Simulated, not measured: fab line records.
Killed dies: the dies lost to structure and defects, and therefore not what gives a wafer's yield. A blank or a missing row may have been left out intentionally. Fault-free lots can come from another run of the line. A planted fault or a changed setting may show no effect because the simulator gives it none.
fab line records	flow n5_finfet
record lots=24	wafers=72	last_day=17
route steps=1938 shown BEOL_M9@1456 BEOL_M10@1470 BEOL_M11@1558
lots that met no fault: from a run of the same line without faults
start_h: hours from the record's first day to the start of the lot's first wafer shown	wait_h: hours elapsed since this lot's preceding step	" the same as in the row above	L1.1+2: one row covering several wafers at once	- no value, or no start was given	* or withheld: withheld	< > ~ a bound
route shown NAME@n: names a module that has steps shown in the file, with the first one's number in the route	usual: average and standard deviation across the fault-free wafers	same: alike in all rows	chamber/n: place in a boat	sites: per-site readings	_std_site: standard deviation across them	_edge_site: mean of outer sites minus mean of inner sites	radius_mm: for every site, how far away it sits from the centre of the wafer	mask NAME#n: copy n	behind: the most recent tool/chamber to have shaped the wafer	hold: why the lot was held/for how many hours/how that ended	device: the n, p or np transistor that did not switch	end of line: at the end of the route, the tests of the same wafers	a step without rows: its recipe alone	killed: at the first sort, the dies lost to defects and structure; wafer yield is something else	map: a wafer's dies, marking killed ones x, the rest . and places with no die _
set.NAME: the setting the step ran with; set.NAME@STEP: the setting that earlier step ran with	model.NAME: the simulator's own value behind a step, which no gauge read
the route's steps for a sample of lots (tables are steps, rows are wafers)
services: when a tool's chamber went out of use (start_h, in hours from the record's first day, below 0 if earlier), for how many hours, and the reason
## steps
# step N5_BEOL_M9_DEGAS_44
# recipe ambient=vacuum	temp_c=250	time_s=60
# usual heater_power_w=326/35	susceptor_temp_C=249.99/0.2
lot.wafer	tool	chamber	start_h	wait_h	heater_power_w	susceptor_temp_C
L074.1	pvd_sputter-03	-	208.45	0.3	260	250.19
L074.2	"	-	"	"	304	250.28
L074.3	"	-	"	"	353	250.22
L075.2	pvd_sputter-01	-	212.15	0.6	373	249.79
L075.3	"	-	"	"	358	249.70
L075.6	"	-	"	"	373	249.60
L076.2	pvd_sputter-03	-	222.77	2.0	327	250.10
L076.5	"	-	"	"	299	249.83
L076.6	"	-	"	"	350	250.06
L077.1	pvd_sputter-02	-	223.37	0.4	303	249.99
L077.2	"	-	"	"	328	249.77
L077.5	"	-	"	"	330	249.67
L078.2	pvd_sputter-01	-	229.65	0.2	379	249.78
L078.4	"	-	"	"	299	250.18
L078.6	"	-	"	"	300	250.30
L079.1	pvd_sputter-03	-	236.13	0.3	364	249.92
L079.2	"	-	"	"	334	249.96
L079.4	"	-	"	"	297	250.17
L080.2	pvd_sputter-01	-	238.60	0.4	301	249.71
L080.3	"	-	"	"	380	250.00
L080.6	"	-	"	"	378	250.03
L082.2	pvd_sputter-03	-	253.62	0.8	320	250.00
L082.3	"	-	"	"	357	250.16
L082.6	"	-	"	"	257	249.98
L081.1	pvd_sputter-02	-	258.37	0.7	356	250.05
L081.3	"	-	"	"	323	249.83
L081.6	"	-	"	"	305	249.70
L083.3	pvd_sputter-03	-	260.02	0.2	327	249.94
L083.4	"	-	"	"	357	250.06
L083.5	"	-	"	"	300	249.75
L084.1	pvd_sputter-01	-	267.71	0.3	312	250.03
L084.2	"	-	"	"	308	250.28
L084.4	"	-	"	"	376	249.97
L086.2	pvd_sputter-03	-	271.90	0.2	345	249.74
L086.3	"	-	"	"	258	250.13
L086.4	"	-	"	"	319	250.05
L085.1	pvd_sputter-01	-	284.07	0.7	372	249.89
L085.4	"	-	"	"	302	250.60
L085.5	"	-	"	"	306	249.55
L087.4	pvd_sputter-01	-	284.99	0.4	369	250.03
L087.5	"	-	"	"	384	249.99
L087.6	"	-	"	"	313	250.21
L089.2	pvd_sputter-03	-	290.59	0.5	347	250.30
L089.3	"	-	"	"	332	250.01
L089.6	"	-	"	"	289	250.24
L088.2	pvd_sputter-03	-	290.67	0.5	354	249.86
L088.4	"	-	"	"	294	250.39
L088.6	"	-	"	"	296	250.24
L090.4	pvd_sputter-01	-	308.63	0.2	370	249.83
L090.5	"	-	"	"	310	250.50
L090.6	"	-	"	"	354	249.80
L091.1	pvd_sputter-01	-	316.11	0.5	309	249.78
L091.4	"	-	"	"	374	250.41
L091.5	"	-	"	"	314	249.81
L092.1	pvd_sputter-01	-	318.87	1.0	310	249.94
L092.2	"	-	"	"	376	249.82
L092.4	"	-	"	"	306	250.04
L093.1	pvd_sputter-01	-	319.71	0.9	374	249.88
L093.3	"	-	"	"	301	250.07
L093.4	"	-	"	"	306	250.09
L094.4	pvd_sputter-01	-	331.23	0.3	313	250.03
L094.5	"	-	"	"	363	249.94
L094.6	"	-	"	"	301	249.96
L095.2	pvd_sputter-01	-	335.01	0.5	304	249.86
L095.3	"	-	"	"	386	249.93
L095.5	"	-	"	"	320	250.50
L097.3	pvd_sputter-03	-	343.19	0.4	305	249.86
L097.4	"	-	"	"	348	249.85
L097.6	"	-	"	"	253	249.78
L096.1	pvd_sputter-01	-	345.86	0.5	308	249.71
L096.2	"	-	"	"	364	249.99
L096.3	"	-	"	"	361	249.74
# step N5_BEOL_M9_ANNEAL_51
# recipe temp_c=225	time_s=90	ambient=N2
# usual wafer_temp_C_max=226.1/0.54
lot.wafer	tool	chamber	start_h	wait_h	wafer_temp_C_max
L074.1	rtp_anneal-02	0	210.00	0.4	225.7
L074.2	"	0	"	"	225.9
L074.3	"	0	"	"	225.4
L075.2	rtp_anneal-02	0	213.64	0.5	225.9
L075.3	"	0	"	"	225.9
L075.6	"	0	"	"	225.7
L076.2	rtp_anneal-02	0	223.82	0.2	226.1
L076.5	"	0	"	"	225.7
L076.6	"	0	"	"	225.7
L077.1	rtp_anneal-02	0	224.16	0.1	225.5
L077.2	"	0	"	"	225.8
L077.5	"	0	"	"	225.7
L078.2	rtp_anneal-01	0	230.65	0.2	226.6
L078.4	"	0	"	"	226.4
L078.6	"	0	"	"	226.9
L079.1	rtp_anneal-01	0	238.32	0.1	226.2
L079.2	"	0	"	"	227.1
L079.4	"	0	"	"	227.2
L080.2	rtp_anneal-02	0	239.57	0.1	226.2
L080.3	"	0	"	"	225.4
L080.6	"	0	"	"	225.9
L082.2	rtp_anneal-02	0	254.75	0.1	226.0
L082.3	"	0	"	"	226.0
L082.6	"	0	"	"	225.9
L081.1	rtp_anneal-02	0	260.01	0.1	225.9
L081.3	"	0	"	"	225.8
L081.6	"	0	"	"	226.0
L083.3	rtp_anneal-01	0	261.35	0.1	226.2
L083.4	"	0	"	"	226.4
L083.5	"	0	"	"	226.9
L084.1	rtp_anneal-02	0	269.15	0.7	225.9
L084.2	"	0	"	"	225.8
L084.4	"	0	"	"	226.0
L086.2	rtp_anneal-02	0	273.20	0.1	226.2
L086.3	"	0	"	"	226.2
L086.4	"	0	"	"	226.0
L085.1	rtp_anneal-02	0	284.97	0.1	225.8
L085.4	"	0	"	"	225.7
L085.5	"	0	"	"	225.9
L087.4	rtp_anneal-02	0	286.14	0.3	225.6
L087.5	"	0	"	"	225.8
L087.6	"	0	"	"	225.5
L089.2	rtp_anneal-01	0	292.53	0.9	226.6
L089.3	"	0	"	"	227.0
L089.6	"	0	"	"	226.5
L088.2	rtp_anneal-02	0	292.73	1.0	225.6
L088.4	"	0	"	"	226.1
L088.6	"	0	"	"	225.9
L090.4	rtp_anneal-01	0	309.91	0.2	227.2
L090.5	"	0	"	"	227.2
L090.6	"	0	"	"	226.7
L091.1	rtp_anneal-02	0	317.00	0.1	225.2
L091.4	"	0	"	"	225.3
L091.5	"	0	"	"	225.8
L092.1	rtp_anneal-01	0	319.91	0.1	227.1
L092.2	"	0	"	"	227.4
L092.4	"	0	"	"	226.8
L093.1	rtp_anneal-01	0	320.54	0.1	226.3
L093.3	"	0	"	"	226.6
L093.4	"	0	"	"	226.6
L094.4	rtp_anneal-02	0	332.22	0.2	225.9
L094.5	"	0	"	"	226.1
L094.6	"	0	"	"	226.0
L095.2	rtp_anneal-01	0	336.27	0.3	226.1
L095.3	"	0	"	"	226.6
L095.5	"	0	"	"	226.4
L097.3	rtp_anneal-02	0	344.98	0.1	225.7
L097.4	"	0	"	"	225.9
L097.6	"	0	"	"	225.7
L096.1	rtp_anneal-01	0	348.42	0.1	226.5
L096.2	"	0	"	"	227.3
L096.3	"	0	"	"	226.8
# step N5_BEOL_M9_RS_MEAS_57
# recipe thk_meas_gauge=four-point-probe	reads=Cu_of_BEOL_M9_ECD_50+Co_of_BEOL_M9_CVD_78+TaN_of_BEOL_M9_ALD_74
# usual M9_RS=0.151/0.0037
lot.wafer	tool	chamber	start_h	wait_h	M9_RS[ohm/sq]
L074.1	film_metro-01	-	210.77	0.1	0.158
L074.2	"	-	"	"	0.154
L074.3	"	-	"	"	0.149
L075.2	film_metro-01	-	214.49	0.1	0.146
L075.3	"	-	"	"	0.153
L075.6	"	-	"	"	0.151
L076.2	film_metro-02	-	224.50	0.1	0.153
L076.5	"	-	"	"	0.159
L076.6	"	-	"	"	0.153
L077.1	film_metro-02	-	224.92	0.1	0.155
L077.2	"	-	"	"	0.155
L077.5	"	-	"	"	0.150
L078.2	film_metro-02	-	231.35	0.1	0.157
L078.4	"	-	"	"	0.150
L078.6	"	-	"	"	0.156
L079.1	film_metro-02	-	239.05	0.1	0.152
L079.2	"	-	"	"	0.151
L079.4	"	-	"	"	0.152
L080.2	film_metro-02	-	240.25	0.1	0.156
L080.3	"	-	"	"	0.148
L080.6	"	-	"	"	0.149
L082.2	film_metro-02	-	255.43	0.1	0.149
L082.3	"	-	"	"	0.147
L082.6	"	-	"	"	0.144
L081.1	film_metro-02	-	260.74	0.1	0.150
L081.3	"	-	"	"	0.152
L081.6	"	-	"	"	0.148
L083.3	film_metro-02	-	261.99	0.1	0.150
L083.4	"	-	"	"	0.148
L083.5	"	-	"	"	0.148
L084.1	film_metro-02	-	269.87	0.1	0.153
L084.2	"	-	"	"	0.153
L084.4	"	-	"	"	0.159
L086.2	film_metro-02	-	273.88	0.1	0.155
L086.3	"	-	"	"	0.153
L086.4	"	-	"	"	0.152
L085.1	film_metro-01	-	285.71	0.1	0.153
L085.4	"	-	"	"	0.146
L085.5	"	-	"	"	0.146
L087.4	film_metro-01	-	286.75	0.0	0.151
L087.5	"	-	"	"	0.146
L087.6	"	-	"	"	0.153
L089.2	film_metro-02	-	293.21	0.1	0.154
L089.3	"	-	"	"	0.149
L089.6	"	-	"	"	0.146
L088.2	film_metro-01	-	293.42	0.1	0.146
L088.4	"	-	"	"	0.148
L088.6	"	-	"	"	0.149
L090.4	film_metro-02	-	310.54	0.1	0.154
L090.5	"	-	"	"	0.153
L090.6	"	-	"	"	0.152
L091.1	film_metro-02	-	317.74	0.1	0.149
L091.4	"	-	"	"	0.142
L091.5	"	-	"	"	0.149
L092.1	film_metro-02	-	320.64	0.1	0.152
L092.2	"	-	"	"	0.150
L092.4	"	-	"	"	0.149
L093.1	film_metro-01	-	321.27	0.1	0.149
L093.3	"	-	"	"	0.148
L093.4	"	-	"	"	0.151
L094.4	film_metro-02	-	332.96	0.0	0.151
L094.5	"	-	"	"	0.147
L094.6	"	-	"	"	0.152
L095.2	film_metro-01	-	336.98	0.1	0.157
L095.3	"	-	"	"	0.150
L095.5	"	-	"	"	0.156
L097.3	film_metro-02	-	345.65	0.1	0.152
L097.4	"	-	"	"	0.147
L097.6	"	-	"	"	0.149
L096.1	film_metro-01	-	349.15	0.1	0.143
L096.2	"	-	"	"	0.149
L096.3	"	-	"	"	0.151
# step N5_BEOL_M10_ILD_DEP_00
# recipe material=SiCOH_lowk	target_thk_a=3085.1	temp_c=300	precursor=DEMS/porogen	pressure_torr=5	rf_w=500	time_s=58
# usual heater_power_w=317/32	showerhead_plenum_p_Torr=5.736/0.014	susceptor_temp_C=300.00/0.2	throttle_valve_pct=13.8/0.75
lot.wafer	tool	chamber	start_h	wait_h	heater_power_w	showerhead_plenum_p_Torr	susceptor_temp_C	throttle_valve_pct
L074.1	pecvd-04	0	210.84	0.0	294	5.726	300.11	15.1
L074.2	"	2	"	"	316	5.738	299.76	14.0
L074.3	"	1	"	"	339	5.725	299.81	14.1
L075.2	pecvd-03	1	214.55	0.0	298	5.736	300.06	14.6
L075.3	"	0	"	"	337	5.756	299.93	13.8
L075.6	"	0	"	"	346	5.753	300.19	13.4
L076.2	pecvd-04	1	224.56	0.0	343	5.723	299.65	13.8
L076.5	"	1	"	"	345	5.725	300.23	14.1
L076.6	"	0	"	"	294	5.734	300.21	15.1
L077.1	pecvd-03	0	225.28	0.0	359	5.744	299.67	13.8
L077.2	"	2	"	"	310	5.724	300.00	13.8
L077.5	"	2	"	"	319	5.709	300.00	13.9
L078.2	pecvd-04	0	231.41	0.0	263	5.745	300.18	14.8
L078.4	"	0	"	"	279	5.722	300.49	15.0
L078.6	"	0	"	"	290	5.729	300.27	15.2
L079.1	pecvd-01	1	239.11	0.0	347	5.750	300.03	13.9
L079.2	"	2	"	"	370	5.746	299.74	13.1
L079.4	"	2	"	"	379	5.740	299.94	13.1
L080.2	pecvd-03	2	240.31	0.0	311	5.720	299.86	13.8
L080.3	"	1	"	"	360	5.765	299.74	14.6
L080.6	"	1	"	"	356	5.738	299.67	14.7
L082.2	pecvd-01	2	255.49	0.0	343	5.734	300.08	12.9
L082.3	"	1	"	"	342	5.738	300.12	13.8
L082.6	"	1	"	"	270	5.749	299.93	13.7
L081.1	pecvd-01	1	260.80	0.0	300	5.747	299.86	13.7
L081.3	"	0	"	"	271	5.704	299.87	13.4
L081.6	"	0	"	"	275	5.722	299.92	13.2
L083.3	pecvd-04	0	262.05	0.0	328	5.735	299.85	15.0
L083.4	"	2	"	"	288	5.736	299.99	12.4
L083.5	"	1	"	"	337	5.741	299.90	13.9
L084.1	pecvd-01	0	269.94	0.0	308	5.734	300.06	13.7
L084.2	"	1	"	"	312	5.741	300.25	14.0
L084.4	"	2	"	"	397	5.750	299.92	13.0
L086.2	pecvd-01	0	273.94	0.0	294	5.733	299.81	13.4
L086.3	"	1	"	"	337	5.737	299.94	13.9
L086.4	"	1	"	"	347	5.762	300.23	13.7
L085.1	pecvd-04	1	285.77	0.0	310	5.734	300.12	13.9
L085.4	"	2	"	"	258	5.721	299.90	12.7
L085.5	"	1	"	"	326	5.737	299.79	13.9
L087.4	pecvd-03	2	286.84	0.1	311	5.719	300.09	13.8
L087.5	"	1	"	"	317	5.734	299.97	14.9
L087.6	"	0	"	"	375	5.774	300.03	13.3
L089.2	pecvd-04	0	293.27	0.0	312	5.727	300.25	15.1
L089.3	"	1	"	"	330	5.738	299.62	14.0
L089.6	"	1	"	"	320	5.717	299.55	13.8
L088.2	pecvd-03	0	293.48	0.0	324	5.748	299.88	13.5
L088.4	"	2	"	"	322	5.709	300.30	14.1
L088.6	"	0	"	"	344	5.761	299.96	13.6
L090.4	pecvd-04	2	310.63	0.1	257	5.734	299.82	12.5
L090.5	"	0	"	"	315	5.719	300.32	15.0
L090.6	"	1	"	"	313	5.733	300.15	14.0
L091.1	pecvd-01	0	317.80	0.0	265	5.720	300.00	13.3
L091.4	"	0	"	"	261	5.731	299.78	13.1
L091.5	"	1	"	"	326	5.737	300.08	13.8
L092.1	pecvd-01	1	320.70	0.0	284	5.757	300.02	13.8
L092.2	"	0	"	"	311	5.723	299.99	13.6
L092.4	"	1	"	"	294	5.750	299.97	13.8
L093.1	pecvd-04	2	321.37	0.1	305	5.722	300.18	12.7
L093.3	"	0	"	"	310	5.735	299.96	14.8
L093.4	"	2	"	"	313	5.739	300.15	12.6
L094.4	pecvd-04	1	333.05	0.1	334	5.732	299.82	14.0
L094.5	"	2	"	"	276	5.749	300.01	12.7
L094.6	"	0	"	"	271	5.717	300.09	15.4
L095.2	pecvd-04	2	337.05	0.0	312	5.737	300.42	12.8
L095.3	"	0	"	"	284	5.733	300.04	15.3
L095.5	"	1	"	"	312	5.750	300.22	14.0
L097.3	pecvd-03	0	345.71	0.0	346	5.757	300.15	13.2
L097.4	"	0	"	"	356	5.748	300.09	13.5
L097.6	"	2	"	"	312	5.709	299.97	14.0
L096.1	pecvd-01	0	349.21	0.0	290	5.756	300.35	13.5
L096.2	"	2	"	"	359	5.756	299.94	13.0
L096.3	"	1	"	"	325	5.740	300.48	13.8
# step N5_BEOL_M10_ANNEAL_51
# recipe temp_c=225	time_s=90	ambient=N2
# usual wafer_temp_C_max=226.2/0.57
lot.wafer	tool	chamber	start_h	wait_h	wafer_temp_C_max
L074.1	rtp_anneal-02	0	215.87	0.1	225.5
L074.2	"	0	"	"	225.4
L074.3	"	0	"	"	225.4
L075.2	rtp_anneal-02	0	220.53	0.6	225.4
L075.3	"	0	"	"	225.4
L075.6	"	0	"	"	225.4
L077.1	rtp_anneal-01	0	233.66	0.1	226.7
L077.2	"	0	"	"	226.7
L077.5	"	0	"	"	227.2
L076.2	rtp_anneal-02	0	233.79	0.1	225.7
L076.5	"	0	"	"	225.7
L076.6	"	0	"	"	225.3
L078.2	rtp_anneal-01	0	238.64	0.2	227.1
L078.4	"	0	"	"	226.3
L078.6	"	0	"	"	226.4
L079.1	rtp_anneal-02	0	246.78	0.1	225.9
L079.2	"	0	"	"	226.1
L079.4	"	0	"	"	226.1
L080.2	rtp_anneal-02	0	248.02	0.2	225.7
L080.3	"	0	"	"	225.9
L080.6	"	0	"	"	225.8
L082.2	rtp_anneal-01	0	261.75	0.1	226.6
L082.3	"	0	"	"	226.4
L082.6	"	0	"	"	226.6
L081.1	rtp_anneal-02	0	267.08	0.3	225.6
L081.3	"	0	"	"	225.9
L081.6	"	0	"	"	225.9
L083.3	rtp_anneal-01	0	267.42	0.5	227.5
L083.4	"	0	"	"	226.7
L083.5	"	0	"	"	226.7
L084.1	rtp_anneal-01	0	275.83	0.1	226.8
L084.2	"	0	"	"	227.0
L084.4	"	0	"	"	226.7
L086.2	rtp_anneal-01	0	278.30	0.1	226.8
L086.3	"	0	"	"	226.9
L086.4	"	0	"	"	226.7
L085.1	rtp_anneal-02	0	295.18	0.1	225.6
L085.4	"	0	"	"	225.8
L085.5	"	0	"	"	225.8
L087.4	rtp_anneal-02	0	295.64	0.2	225.6
L087.5	"	0	"	"	225.4
L087.6	"	0	"	"	225.7
L088.2	rtp_anneal-02	0	299.21	0.2	225.8
L088.4	"	0	"	"	226.0
L088.6	"	0	"	"	225.7
L089.2	rtp_anneal-01	0	299.36	0.2	226.7
L089.3	"	0	"	"	226.5
L089.6	"	0	"	"	227.0
L090.4	rtp_anneal-01	0	317.83	0.2	226.5
L090.5	"	0	"	"	226.6
L090.6	"	0	"	"	226.7
L091.1	rtp_anneal-02	0	323.90	0.1	225.6
L091.4	"	0	"	"	225.5
L091.5	"	0	"	"	225.6
L092.1	rtp_anneal-02	0	329.12	0.1	225.7
L092.2	"	0	"	"	225.7
L092.4	"	0	"	"	225.8
L093.1	rtp_anneal-01	0	331.08	0.2	227.2
L093.3	"	0	"	"	226.4
L093.4	"	0	"	"	226.5
L094.4	rtp_anneal-01	0	340.40	0.2	227.1
L094.5	"	0	"	"	226.9
L094.6	"	0	"	"	226.7
L095.2	rtp_anneal-02	0	343.39	0.1	225.6
L095.3	"	0	"	"	225.8
L095.5	"	0	"	"	225.5
L097.3	rtp_anneal-01	0	353.52	0.1	227.1
L097.4	"	0	"	"	226.7
L097.6	"	0	"	"	227.0
L096.1	rtp_anneal-01	0	356.86	0.1	226.3
L096.2	"	0	"	"	226.7
L096.3	"	0	"	"	226.5
# step N5_BEOL_M11_STRIP_19
# recipe chemistry=O2	power_w=400	temp_c=40	pressure_mtorr=30	rf_frequency_hz=6e+07	bias_power_w=0	overash_fraction=0.2	o2_flow_sccm=225
# usual drypump_motor_current_A=5.72/0.28	o2_flow_sccm=225.0/0.62	oes_product_au=0.76/0.075	rf_vpp_V=3.7/0.61	showerhead_plenum_p_Torr=2.10/0.076	throttle_valve_pct=16.75/0.19
# same overash_fraction=0.2
lot.wafer	tool	chamber	start_h	wait_h	drypump_motor_current_A	o2_flow_sccm	oes_product_au	rf_hours_counter_h	rf_vpp_V	showerhead_plenum_p_Torr	throttle_valve_pct
L074.1	rie_diel-06	1	219.81	0.1	5.88	224.4	0.72	183	4.9	2.19	16.88
L074.2	"	3	"	"	5.80	225.7	0.89	49	3.9	2.14	16.86
L074.3	"	2	"	"	5.52	225.1	0.69	220	3.8	2.08	16.69
L075.2	rie_diel-06	0	224.84	0.2	5.83	226.1	0.73	165	4.7	2.09	16.92
L075.3	"	3	"	"	5.80	224.7	0.90	51	3.9	2.14	16.87
L075.6	"	3	"	"	5.77	224.1	0.89	-	3.1	2.14	16.85
L077.1	rie_diel-06	0	236.42	0.1	5.82	225.3	0.72	169	3.6	2.09	16.93
L077.2	"	1	"	"	5.90	224.7	0.72	188	3.7	2.19	16.89
L077.5	"	3	"	"	5.84	224.9	0.88	-	3.9	2.14	16.84
L076.2	rie_diel-03	1	236.95	0.1	6.21	224.6	0.69	210	4.0	2.00	16.95
L076.5	"	3	"	"	5.23	225.3	0.72	-	3.4	2.07	16.71
L076.6	"	1	"	"	6.23	225.3	0.69	-	2.8	2.00	16.92
L078.2	rie_diel-05	1	242.84	0.1	5.76	224.0	0.71	184	3.3	2.07	16.38
L078.4	"	2	"	"	5.59	224.8	0.83	66	3.4	2.12	16.48
L078.6	"	1	"	"	5.76	225.5	0.71	-	3.7	2.07	16.36
L079.1	rie_diel-06	3	249.15	0.1	5.77	224.7	0.87	58	2.7	2.14	16.87
L079.2	"	2	"	"	5.52	226.1	0.69	229	5.0	2.08	16.73
L079.4	"	1	"	"	5.94	224.3	0.72	192	3.5	2.19	16.92
L080.2	rie_diel-06	3	251.59	0.4	5.77	225.2	0.88	58	3.9	2.14	16.88
L080.3	"	1	"	"	5.88	224.6	0.71	193	3.8	2.19	16.91
L080.6	"	2	"	"	5.50	224.6	0.69	-	4.6	2.08	16.74
L082.2	rie_diel-06	0	266.12	0.3	5.84	225.1	0.71	177	4.0	2.09	16.94
L082.3	"	3	"	"	5.77	224.4	0.86	62	3.8	2.13	16.87
L082.6	"	2	"	"	5.53	224.7	0.69	-	3.6	2.08	16.74
L083.3	rie_diel-03	3	270.05	0.1	5.23	225.1	0.72	210	4.1	2.07	16.75
L083.4	"	1	"	"	6.23	225.4	0.68	222	3.9	1.99	16.97
L083.5	"	3	"	"	5.24	225.8	0.72	-	4.3	2.07	16.74
L081.1	rie_diel-03	1	270.28	0.1	6.20	225.1	0.69	222	4.0	2.00	16.97
L081.3	"	3	"	"	5.24	225.5	0.72	210	3.2	2.07	16.72
L081.6	"	1	"	"	6.21	224.9	0.68	-	3.9	2.00	16.95
L084.1	rie_diel-03	2	281.62	0.1	5.55	225.1	0.87	27	4.2	2.24	16.59
L084.2	"	3	"	"	5.22	225.4	0.72	214	3.8	2.06	16.74
L084.4	"	0	"	"	5.42	225.1	0.68	233	3.7	2.05	16.79
L086.2	rie_diel-03	1	282.31	0.1	6.24	225.0	0.68	226	4.0	1.99	16.97
L086.3	"	0	"	"	5.37	225.4	0.68	233	2.9	2.05	16.80
L086.4	"	3	"	"	5.24	225.1	0.73	214	2.9	2.06	16.74
L085.1	rie_diel-05	0	297.80	0.1	5.84	226.1	0.73	185	3.1	2.00	16.99
L085.4	"	3	"	"	6.16	225.8	0.86	51	2.8	2.21	16.75
L085.5	"	2	"	"	5.60	224.9	0.82	-	3.9	2.11	16.51
L087.4	rie_diel-03	3	298.55	0.1	5.26	223.9	0.71	219	5.2	2.06	16.75
L087.5	"	2	"	"	5.54	225.1	0.85	-	3.9	2.24	16.62
L087.6	"	3	"	"	5.24	224.3	0.72	-	3.6	2.06	16.76
L088.2	rie_diel-06	3	301.62	0.1	5.76	225.8	0.85	74	3.7	2.13	16.90
L088.4	"	1	"	"	5.90	225.4	0.70	209	3.5	2.18	16.94
L088.6	"	1	"	"	5.88	226.0	0.70	-	3.9	2.18	16.91
L089.2	rie_diel-05	0	304.14	0.2	5.86	226.2	0.72	186	3.8	2.00	17.00
L089.3	"	1	"	"	5.76	225.3	0.71	202	3.8	2.06	16.39
L089.6	"	1	"	"	5.73	226.3	0.70	-	4.6	2.06	16.40
L090.4	rie_diel-05	3	320.93	0.2	6.16	223.8	0.83	57	3.1	2.21	16.76
L090.5	"	3	"	"	6.12	225.3	0.84	-	2.9	2.21	16.76
L090.6	"	2	"	"	5.57	224.4	0.82	-	3.6	2.11	16.50
L091.1	rie_diel-05	3	328.73	0.1	6.14	226.0	0.83	59	4.1	2.21	16.75
L091.4	"	1	"	"	5.74	225.3	0.70	211	3.4	2.06	16.42
L091.5	"	3	"	"	6.13	224.0	0.84	-	3.9	2.21	16.74
L092.1	rie_diel-05	1	332.78	0.1	5.73	225.8	0.70	212	4.1	2.06	16.41
L092.2	"	3	"	"	6.16	224.7	0.84	60	3.3	2.21	16.77
L092.4	"	0	"	"	5.84	225.6	0.72	196	3.7	2.00	17.02
L093.1	rie_diel-03	2	335.71	0.1	5.53	225.4	0.84	42	2.9	2.24	16.62
L093.3	"	0	"	"	5.36	226.2	0.67	248	3.9	2.04	16.83
L093.4	"	3	"	"	5.24	224.9	0.71	229	2.6	2.06	16.76
L094.4	rie_diel-05	3	343.48	0.1	6.13	224.9	0.83	62	4.2	2.21	16.76
L094.5	"	3	"	"	6.10	225.6	0.84	-	4.5	2.21	16.78
L094.6	"	0	"	"	5.86	225.6	0.71	-	3.0	2.00	17.05
L095.2	rie_diel-05	1	346.63	0.1	5.76	224.7	0.69	216	3.5	2.06	16.42
L095.3	"	0	"	"	5.84	224.0	0.70	201	2.7	2.00	17.03
L095.5	"	1	"	"	5.74	225.7	0.69	-	4.0	2.06	16.44
L097.3	rie_diel-05	2	357.51	0.2	5.61	225.0	0.80	96	3.6	2.10	16.54
L097.4	"	1	"	"	5.73	225.6	0.69	220	3.6	2.06	16.44
L097.6	"	2	"	"	5.60	225.1	0.80	-	4.1	2.10	16.52
L096.1	rie_diel-03	2	360.94	0.2	5.57	224.7	0.81	52	4.4	2.23	16.66
L096.2	"	3	"	"	5.24	225.2	0.69	239	4.1	2.06	16.78
L096.3	"	0	"	"	5.42	224.6	0.97	1	4.5	2.04	16.29
## services
tool	chamber	start_h	hours	kind
rie_diel-03	2	214.25	38.8	repair
pecvd-01	1	216.41	5.0	repair
pecvd-04	2	226.18	5.5	scheduled_down
pecvd-03	-	254.60	0.9	repair
pecvd-04	1	258.07	2.8	repair
rie_diel-06	0	270.40	9.1	repair
rie_diel-05	2	270.47	12.0	repair
pecvd-04	-	277.54	5.4	repair
pecvd-03	1	308.67	4.0	repair
rie_diel-05	3	312.55	6.6	repair
rie_diel-05	2	317.23	1.2	repair
pecvd-03	-	321.24	0.5	repair
rie_diel-03	2	331.22	2.2	repair
pecvd-01	0	334.50	3.8	repair
pecvd-01	2	338.73	5.5	scheduled_down
rie_diel-03	0	341.81	-	clean
rie_diel-03	0	341.81	-	consumable_replace:focus_ring
rie_diel-03	0	341.81	16.5	scheduled_down
rie_diel-03	0	341.81	16.5	vent_cycle
pecvd-04	-	357.99	6.0	pm
rie_diel-03	1	358.73	-	clean
rie_diel-03	1	358.73	-	consumable_replace:focus_ring
rie_diel-03	1	358.73	-	consumable_replace:showerhead
rie_diel-03	1	358.73	27.6	scheduled_down
## key
fault none
